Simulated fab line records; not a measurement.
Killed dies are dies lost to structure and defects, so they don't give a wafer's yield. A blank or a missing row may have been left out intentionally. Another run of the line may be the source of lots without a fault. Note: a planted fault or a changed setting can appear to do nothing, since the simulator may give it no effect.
Problem report, 8D (eight disciplines) form, completed by code + flow n5 finfet + the parts of the form that need people (team, actions taken, sign-off) are left out

## 1. WHAT WENT WRONG
susceptor temp C at N5_HKMG_FIN_CVD_62 reads a mean of 485.19 C on 2 wafers of 2 lots; wafers without a fault read 500.04 C with a standard deviation of 0.27. Measured from the usual mean, that is -55 standard deviations.
The step: deposits a-Si from Si2H6, target thk 3 nm, time 20.8 s.
The first sign was on wafer L754.6 at day 8 18:01, on thermal cvd si-01. At this step, 27 wafers from 9 lots have a number in the record. Rule for "out", or "out of limits": more than 4 standard deviations from the usual mean. All remaining wafers that have a number are taken as sound.

## 2. WHAT IT IS, AND WHAT IT ISN'T
| question                    | is                | is not                                                              |
|-----------------------------|-------------------|---------------------------------------------------------------------|
| which readings at this step | susceptor temp C  | -                                                                   |
| which lots                  | L754, L756        | L735, L736, L739, L742, L744, L746, L748                            |
| which wafers of those lots  | L754.6, L756.5    | L754.3, L754.5, L756.2, L756.6                                      |
| read on which tools         | thermal cvd si-01 | thermal cvd si-02                                                   |
| when                        | from day 8 18:01  | up to then (23 sound wafers); but 2 sound wafers of L756 came after |

## 3. SUSPECTS, AND WHAT RULES EACH OUT
Counting: a tool at a process step up to the reading stays a suspect if it ran every lot that is out. Sound lots after the first of them don't rule it out here, since some wafers of a struck lot are sound.
- rie diel-04 at N5_HKMG_FIN_ETCH_54 (etches SiARC in CF4, target depth 45.5 nm, time 75.8 s): kept. Every lot that is out went through it, the first being L754 (day 8 16:19); the last sound lot it ran before that was L748 (day 7 11:00).
- rie diel-04 at N5_HKMG_FIN_ETCH_55 (etches SOC in N2/H2, target depth 240 nm, time 300 s): kept. Every lot that is out went through it, the first being L754 (day 8 16:23); the last sound lot it ran before that was L748 (day 7 11:04).
- thermal cvd si-01 at N5_HKMG_FIN_CVD_62 (deposits a-Si from Si2H6, target thk 3 nm, time 20.8 s): kept. Every lot that is out went through it, the first being L754 (day 8 18:01); the last sound lot it ran before that was L748 (day 7 12:42). On those wafers its own readings are out: susceptor temp C.
- At N5_HKMG_FIN_CVD_62, inside thermal cvd si-01: chamber 0 took the wafers that are out, while their sound lot-mates went through chambers 1, 2.
rie diel-04 at N5_HKMG_FIN_ETCH_54, rie diel-04 at N5_HKMG_FIN_ETCH_55 and thermal cvd si-01 at N5_HKMG_FIN_CVD_62 are what is left after counting.

## 4. THE CAUSE (what the simulator had put in)
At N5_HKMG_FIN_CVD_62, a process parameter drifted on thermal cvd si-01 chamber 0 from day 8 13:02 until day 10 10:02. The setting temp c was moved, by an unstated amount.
Counting leaves 3 suspects; this tool is one of them.

## 5. THE CHAIN OF EFFECTS, in route order
Each row: a reading where the mean over the struck wafers with a number is more than 3 standard deviations away from the usual. Scope: only readings with a usual standard deviation given in the record; hours: median across lots of the time from each lot's start at the first step in this table that gives one to its start at this step; sigmas: change in usual standard deviations.
| hours | step               | reading          | usual    | on struck wafers | change | sigmas |
|-------|--------------------|------------------|----------|------------------|--------|--------|
| 0     | N5_HKMG_FIN_CVD_62 | susceptor temp C | 500.04 C | 485.19           | -14.85 | -55    |
Its process steps:
- N5_HKMG_FIN_CVD_62: deposits a-Si from Si2H6, target thk 3 nm, time 20.8 s.
At these later measuring or inspecting steps, every struck wafer for which the step has a row has a number for every such reading, and none has moved that far: N5_BEOL_M4_RC_MEAS_101.

## 6. WHAT WOULD HAVE CAUGHT IT SOONER
In this record the first reading out of limits was taken at day 8 18:01, 5 hours after the fault began at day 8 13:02.
